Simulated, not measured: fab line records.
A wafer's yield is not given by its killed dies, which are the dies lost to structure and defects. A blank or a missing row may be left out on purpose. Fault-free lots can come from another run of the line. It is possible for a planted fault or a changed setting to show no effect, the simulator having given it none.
Which tool did it? || flow n5-finfet || Sampling: 11 lots, 33 wafers, 5 of 1938 route steps

## WHAT THE GAUGES READ, wafer by wafer
N5_BEOL_M4_RC_MEAS_101. Usual: DIBL_N 36.3 mV/V, standard deviation 1.2; DIBL_P 36.1 mV/V, standard deviation 1.6; IOFF_N 0.161 nA/um, standard deviation 0.023; IOFF_P 0.209 nA/um, standard deviation 0.027; ION_N 676 uA/um, standard deviation 8.9; ION_P 462 uA/um, standard deviation 5.3; SS_N 71.5 mV/dec, standard deviation 0.51; SS_P 73.2 mV/dec, standard deviation 0.5; VT_N 249.1 mV, standard deviation 2.5; VT_P -249.9 mV, standard deviation 2.8.
{"lot": "L345", "measured": "day 8 17:25", "on": "prober-02", "DIBL_N (mV/V)": "35.5 34.8 36.0", "DIBL_P (mV/V)": "34.7 33.8 35.1", "IOFF_N (nA/um)": "0.126 0.121 0.137", "IOFF_P (nA/um)": "0.169 0.164 0.182", "ION_N (uA/um)": "658 664 672", "ION_P (uA/um)": "450 457 459", "SS_N (mV/dec)": "70.6 69.9 70.4", "SS_P (mV/dec)": "72.4 72.7 72.3", "VT_N (mV)": "250.9 252.8 252.8", "VT_P (mV)": "-255.3 -255.6 -254.5", "flag": ""}
{"lot": "L346", "measured": "day 9 04:35", "on": "prober-02", "DIBL_N (mV/V)": "37.6 36.4 37.9", "DIBL_P (mV/V)": "36.7 36.1 37.3", "IOFF_N (nA/um)": "0.184 0.168 0.192", "IOFF_P (nA/um)": "0.262 0.241 0.272", "ION_N (uA/um)": "682 686 678", "ION_P (uA/um)": "471 468 465", "SS_N (mV/dec)": "71.5 71.5 71.8", "SS_P (mV/dec)": "73.2 73.4 73.4", "VT_N (mV)": "245.7 247.2 248.0", "VT_P (mV)": "-246.9 -244.0 -243.8", "flag": ""}
{"lot": "L347", "measured": "day 9 12:39", "on": "prober-02", "DIBL_N (mV/V)": "36.5 37.4 37.1", "DIBL_P (mV/V)": "35.8 37.8 37.4", "IOFF_N (nA/um)": "0.158 0.188 0.198", "IOFF_P (nA/um)": "0.203 0.239 0.240", "ION_N (uA/um)": "669 675 683", "ION_P (uA/um)": "459 459 466", "SS_N (mV/dec)": "71.6 71.5 71.6", "SS_P (mV/dec)": "73.5 73.4 74.4", "VT_N (mV)": "249.0 248.5 248.4", "VT_P (mV)": "-249.5 -247.8 -247.9", "flag": ""}
{"lot": "L349", "measured": "day 9 14:19", "on": "prober-02", "DIBL_N (mV/V)": "36.9 37.7 36.9", "DIBL_P (mV/V)": "34.3 35.4 34.6", "IOFF_N (nA/um)": "0.153 0.170 0.166", "IOFF_P (nA/um)": "0.203 0.221 0.202", "ION_N (uA/um)": "670 667 674", "ION_P (uA/um)": "467 462 459", "SS_N (mV/dec)": "71.5 71.7 71.5", "SS_P (mV/dec)": "73.2 72.8 72.8", "VT_N (mV)": "249.4 247.7 250.3", "VT_P (mV)": "-248.5 -248.0 -252.3", "flag": ""}
{"lot": "L348", "measured": "day 9 19:53", "on": "prober-01", "DIBL_N (mV/V)": "34.3 35.1 35.0", "DIBL_P (mV/V)": "34.7 35.5 35.4", "IOFF_N (nA/um)": "0.129 0.140 0.140", "IOFF_P (nA/um)": "0.158 0.175 0.171", "ION_N (uA/um)": "664 679 663", "ION_P (uA/um)": "450 461 454", "SS_N (mV/dec)": "71.2 71.3 71.4", "SS_P (mV/dec)": "73.6 73.3 73.3", "VT_N (mV)": "252.9 248.6 249.8", "VT_P (mV)": "-256.2 -252.5 -253.8", "flag": ""}
{"lot": "L353", "measured": "day 11 06:47", "on": "prober-02", "DIBL_N (mV/V)": "36.9 35.8 36.5", "DIBL_P (mV/V)": "36.3 35.2 35.7", "IOFF_N (nA/um)": "0.165 0.153 0.152", "IOFF_P (nA/um)": "0.255 0.231 0.236", "ION_N (uA/um)": "678 678 671", "ION_P (uA/um)": "471 470 467", "SS_N (mV/dec)": "71.0 71.1 71.5", "SS_P (mV/dec)": "72.7 72.7 73.2", "VT_N (mV)": "247.4 244.7 248.8", "VT_P (mV)": "-244.3 -244.4 -244.2", "flag": ""}
{"lot": "L355", "measured": "day 11 15:14", "on": "prober-02", "DIBL_N (mV/V)": "36.4 37.0 35.9", "DIBL_P (mV/V)": "35.7 36.8 36.1", "IOFF_N (nA/um)": "0.165 0.178 0.161", "IOFF_P (nA/um)": "0.181 0.193 0.187", "ION_N (uA/um)": "666 674 671", "ION_P (uA/um)": "457 456 455", "SS_N (mV/dec)": "72.0 71.8 70.9", "SS_P (mV/dec)": "73.6 74.2 73.5", "VT_N (mV)": "247.4 249.3 249.5", "VT_P (mV)": "-253.8 -253.1 -253.2", "flag": ""}
{"lot": "L356", "measured": "day 11 09:02", "on": "prober-02", "DIBL_N (mV/V)": "35.0 35.7 34.0", "DIBL_P (mV/V)": "35.2 35.9 33.4", "IOFF_N (nA/um)": "0.151 0.160 0.135", "IOFF_P (nA/um)": "0.197 0.204 0.174", "ION_N (uA/um)": "676 672 665", "ION_P (uA/um)": "467 462 457", "SS_N (mV/dec)": "71.9 71.9 71.0", "SS_P (mV/dec)": "72.5 73.4 72.6", "VT_N (mV)": "247.9 250.1 251.5", "VT_P (mV)": "-250.9 -250.7 -253.3", "flag": ""}
{"lot": "L361", "measured": "day 12 14:43", "on": "prober-02", "DIBL_N (mV/V)": "36.8 38.2 37.9", "DIBL_P (mV/V)": "37.2 37.8 37.5", "IOFF_N (nA/um)": "0.177 0.200 0.186", "IOFF_P (nA/um)": "0.220 0.232 0.225", "ION_N (uA/um)": "679 688 680", "ION_P (uA/um)": "460 462 467", "SS_N (mV/dec)": "72.2 71.8 72.0", "SS_P (mV/dec)": "73.3 73.2 72.1", "VT_N (mV)": "249.4 247.3 247.4", "VT_P (mV)": "-250.5 -247.2 -249.5", "flag": ""}
{"lot": "L362", "measured": "day 12 20:45", "on": "prober-02", "DIBL_N (mV/V)": "34.3 35.8 36.0", "DIBL_P (mV/V)": "35.7 36.9 37.6", "IOFF_N (nA/um)": "0.117 0.135 0.138", "IOFF_P (nA/um)": "0.192 0.214 0.222", "ION_N (uA/um)": "663 666 673", "ION_P (uA/um)": "461 463 467", "SS_N (mV/dec)": "71.9 71.0 71.6", "SS_P (mV/dec)": "72.9 73.7 73.1", "VT_N (mV)": "254.1 254.6 254.9", "VT_P (mV)": "-252.3 -249.9 -250.0", "flag": ""}
{"lot": "L363", "measured": "day 13 06:17", "on": "prober-01", "DIBL_N (mV/V)": "35.6 36.1 36.0", "DIBL_P (mV/V)": "36.5 37.8 37.2", "IOFF_N (nA/um)": "0.161 0.182 0.166", "IOFF_P (nA/um)": "0.215 0.238 0.222", "ION_N (uA/um)": "666 681 677", "ION_P (uA/um)": "461 461 462", "SS_N (mV/dec)": "71.9 71.8 72.7", "SS_P (mV/dec)": "73.0 73.9 73.7", "VT_N (mV)": "249.0 246.7 248.1", "VT_P (mV)": "-250.2 -247.1 -251.9", "flag": ""}

## WHAT TOOL EACH LOT RAN ON (gives the tool, then ch and the chambers of the sampled wafers, and finally the start)
{"lot": "L345", "N5_BEOL_M1_SURFACE_TREAT_85": "pvd-sputter-03, day 7 11:17", "N5_BEOL_M1_SPUTTER_81": "pvd-sputter-02, day 7 11:57", "N5_BEOL_M1_ANNEAL_89": "pvd-sputter-02, day 7 12:28", "N5_BEOL_M1_ANNEAL_95": "pvd-sputter-02, day 7 13:08"}
{"lot": "L346", "N5_BEOL_M1_SURFACE_TREAT_85": "pvd-sputter-03, day 7 13:56", "N5_BEOL_M1_SPUTTER_81": "pvd-sputter-03, day 7 14:38", "N5_BEOL_M1_ANNEAL_89": "pvd-sputter-03, day 7 15:09", "N5_BEOL_M1_ANNEAL_95": "pvd-sputter-03, day 7 15:49"}
{"lot": "L347", "N5_BEOL_M1_SURFACE_TREAT_85": "pvd-sputter-02, day 8 02:05", "N5_BEOL_M1_SPUTTER_81": "pvd-sputter-02, day 8 03:06", "N5_BEOL_M1_ANNEAL_89": "pvd-sputter-02, day 8 03:37", "N5_BEOL_M1_ANNEAL_95": "pvd-sputter-02, day 8 04:17"}
{"lot": "L349", "N5_BEOL_M1_SURFACE_TREAT_85": "pvd-sputter-03, day 8 05:20", "N5_BEOL_M1_SPUTTER_81": "pvd-sputter-02, day 8 07:20", "N5_BEOL_M1_ANNEAL_89": "pvd-sputter-02, day 8 07:51", "N5_BEOL_M1_ANNEAL_95": "pvd-sputter-02, day 8 08:31"}
{"lot": "L348", "N5_BEOL_M1_SURFACE_TREAT_85": "pvd-sputter-03, day 8 08:05", "N5_BEOL_M1_SPUTTER_81": "pvd-sputter-03, day 8 08:49", "N5_BEOL_M1_ANNEAL_89": "pvd-sputter-03, day 8 09:20", "N5_BEOL_M1_ANNEAL_95": "pvd-sputter-03, day 8 09:59"}
{"lot": "L353", "N5_BEOL_M1_SURFACE_TREAT_85": "pvd-sputter-03, day 9 13:25", "N5_BEOL_M1_SPUTTER_81": "pvd-sputter-03, day 9 14:07", "N5_BEOL_M1_ANNEAL_89": "pvd-sputter-03, day 9 14:38", "N5_BEOL_M1_ANNEAL_95": "pvd-sputter-03, day 9 15:17"}
{"lot": "L355", "N5_BEOL_M1_SURFACE_TREAT_85": "pvd-sputter-03, day 9 23:52", "N5_BEOL_M1_SPUTTER_81": "pvd-sputter-02, day 10 00:37", "N5_BEOL_M1_ANNEAL_89": "pvd-sputter-02, day 10 01:08", "N5_BEOL_M1_ANNEAL_95": "pvd-sputter-02, day 10 01:48"}
{"lot": "L356", "N5_BEOL_M1_SURFACE_TREAT_85": "pvd-sputter-01, day 10 04:09", "N5_BEOL_M1_SPUTTER_81": "pvd-sputter-01, day 10 04:49", "N5_BEOL_M1_ANNEAL_89": "pvd-sputter-01, day 10 05:20", "N5_BEOL_M1_ANNEAL_95": "pvd-sputter-01, day 10 05:59"}
{"lot": "L361", "N5_BEOL_M1_SURFACE_TREAT_85": "pvd-sputter-03, day 11 02:57", "N5_BEOL_M1_SPUTTER_81": "pvd-sputter-03, day 11 03:38", "N5_BEOL_M1_ANNEAL_89": "pvd-sputter-03, day 11 04:09", "N5_BEOL_M1_ANNEAL_95": "pvd-sputter-03, day 11 04:49"}
{"lot": "L362", "N5_BEOL_M1_SURFACE_TREAT_85": "pvd-sputter-02, day 11 08:47", "N5_BEOL_M1_SPUTTER_81": "pvd-sputter-03, day 11 09:28", "N5_BEOL_M1_ANNEAL_89": "pvd-sputter-03, day 11 09:59", "N5_BEOL_M1_ANNEAL_95": "pvd-sputter-03, day 11 10:38"}
{"lot": "L363", "N5_BEOL_M1_SURFACE_TREAT_85": "pvd-sputter-02, day 11 18:50", "N5_BEOL_M1_SPUTTER_81": "pvd-sputter-01, day 11 20:43", "N5_BEOL_M1_ANNEAL_89": "pvd-sputter-01, day 11 21:14", "N5_BEOL_M1_ANNEAL_95": "pvd-sputter-01, day 11 21:53"}
- N5_BEOL_M1_SURFACE_TREAT_85
- N5_BEOL_M1_SPUTTER_81: material Cu, target thk 4.5 nm, time 8.29 s.
- N5_BEOL_M1_ANNEAL_89: time 240 s.
- N5_BEOL_M1_ANNEAL_95: time 240 s.

## WHAT THE TOOLS THEMSELVES READ (means of the sampled wafers that have a number; where no wafer has one, the mark that the record gives instead)
N5_BEOL_M1_SPUTTER_81. Usual: throttle-valve-pct 29.9 %, standard deviation 1.3.
{"lot": "L345", "tool": "pvd-sputter-02", "throttle-valve-pct (%)": 29.9, "flag": ""}
{"lot": "L346", "tool": "pvd-sputter-03", "throttle-valve-pct (%)": 31.2, "flag": ""}
{"lot": "L347", "tool": "pvd-sputter-02", "throttle-valve-pct (%)": 30.0, "flag": ""}
{"lot": "L349", "tool": "pvd-sputter-02", "throttle-valve-pct (%)": 30.3, "flag": ""}
{"lot": "L348", "tool": "pvd-sputter-03", "throttle-valve-pct (%)": 30.9, "flag": ""}
{"lot": "L353", "tool": "pvd-sputter-03", "throttle-valve-pct (%)": 31.0, "flag": ""}
{"lot": "L355", "tool": "pvd-sputter-02", "throttle-valve-pct (%)": 30.2, "flag": ""}
{"lot": "L356", "tool": "pvd-sputter-01", "throttle-valve-pct (%)": 28.1, "flag": ""}
{"lot": "L361", "tool": "pvd-sputter-03", "throttle-valve-pct (%)": 30.3, "flag": ""}
{"lot": "L362", "tool": "pvd-sputter-03", "throttle-valve-pct (%)": 31.0, "flag": ""}
{"lot": "L363", "tool": "pvd-sputter-01", "throttle-valve-pct (%)": 30.1, "flag": ""}

N5_BEOL_M1_ANNEAL_89. Usual: heater-power-w 811 W, standard deviation 85; susceptor-temp-C 399.98 C, standard deviation 0.22.
{"lot": "L345", "tool": "pvd-sputter-02", "heater-power-w (W)": 741, "susceptor-temp-C (C)": 399.88, "flag": ""}
{"lot": "L346", "tool": "pvd-sputter-03", "heater-power-w (W)": 831, "susceptor-temp-C (C)": 399.94, "flag": ""}
{"lot": "L347", "tool": "pvd-sputter-02", "heater-power-w (W)": 737, "susceptor-temp-C (C)": 400.11, "flag": ""}
{"lot": "L349", "tool": "pvd-sputter-02", "heater-power-w (W)": 716, "susceptor-temp-C (C)": 400.12, "flag": ""}
{"lot": "L348", "tool": "pvd-sputter-03", "heater-power-w (W)": 802, "susceptor-temp-C (C)": 400.01, "flag": ""}
{"lot": "L353", "tool": "pvd-sputter-03", "heater-power-w (W)": 802, "susceptor-temp-C (C)": 400.05, "flag": ""}
{"lot": "L355", "tool": "pvd-sputter-02", "heater-power-w (W)": "-", "susceptor-temp-C (C)": "-", "flag": "OFF"}
{"lot": "L356", "tool": "pvd-sputter-01", "heater-power-w (W)": "-", "susceptor-temp-C (C)": "-", "flag": "OFF"}
{"lot": "L361", "tool": "pvd-sputter-03", "heater-power-w (W)": 812, "susceptor-temp-C (C)": 400.05, "flag": ""}
{"lot": "L362", "tool": "pvd-sputter-03", "heater-power-w (W)": 814, "susceptor-temp-C (C)": 399.97, "flag": ""}
{"lot": "L363", "tool": "pvd-sputter-01", "heater-power-w (W)": 933, "susceptor-temp-C (C)": 399.88, "flag": ""}

N5_BEOL_M1_ANNEAL_95. Usual: heater-power-w 808 W, standard deviation 84; susceptor-temp-C 399.96 C, standard deviation 0.21.
{"lot": "L345", "tool": "pvd-sputter-02", "heater-power-w (W)": 740, "susceptor-temp-C (C)": 399.93, "flag": ""}
{"lot": "L346", "tool": "pvd-sputter-03", "heater-power-w (W)": 834, "susceptor-temp-C (C)": 400.05, "flag": ""}
{"lot": "L347", "tool": "pvd-sputter-02", "heater-power-w (W)": 720, "susceptor-temp-C (C)": 399.98, "flag": ""}
{"lot": "L349", "tool": "pvd-sputter-02", "heater-power-w (W)": 725, "susceptor-temp-C (C)": 399.89, "flag": ""}
{"lot": "L348", "tool": "pvd-sputter-03", "heater-power-w (W)": 806, "susceptor-temp-C (C)": 399.68, "flag": ""}
{"lot": "L353", "tool": "pvd-sputter-03", "heater-power-w (W)": 793, "susceptor-temp-C (C)": 399.98, "flag": ""}
{"lot": "L355", "tool": "pvd-sputter-02", "heater-power-w (W)": 729, "susceptor-temp-C (C)": 399.84, "flag": ""}
{"lot": "L356", "tool": "pvd-sputter-01", "heater-power-w (W)": 865, "susceptor-temp-C (C)": 399.89, "flag": ""}
{"lot": "L361", "tool": "pvd-sputter-03", "heater-power-w (W)": 795, "susceptor-temp-C (C)": 399.92, "flag": ""}
{"lot": "L362", "tool": "pvd-sputter-03", "heater-power-w (W)": 810, "susceptor-temp-C (C)": 400.24, "flag": ""}
{"lot": "L363", "tool": "pvd-sputter-01", "heater-power-w (W)": 930, "susceptor-temp-C (C)": 399.81, "flag": ""}

## THE ANSWER, worked out from the rows above alone
Rule: a lot counts as off when the mean over its wafers that have a number is more than 3 standard deviations away from the usual mean. A lot without any number at a reading at which 4 lots or more have one is off too. Any other lot the step has rows for is counted as sound. Order of review: gauges by route order, followed by the tools' own readings, for which a lot's mean as printed above is used. The first step at which some lot is off is used, and at that step the reading that is off furthest; a lot without a number counts as furthest.
Off, at N5_BEOL_M1_ANNEAL_89 on heater-power-w: L355, L356. Without a number there: L355, L356.
A tool fits if, at that step or a process step before it, it ran every lot that is off, and no sound lot after the first of them. No candidate that was tried fits.

## WHAT HAD BEEN PUT IN BY THE SIMULATOR
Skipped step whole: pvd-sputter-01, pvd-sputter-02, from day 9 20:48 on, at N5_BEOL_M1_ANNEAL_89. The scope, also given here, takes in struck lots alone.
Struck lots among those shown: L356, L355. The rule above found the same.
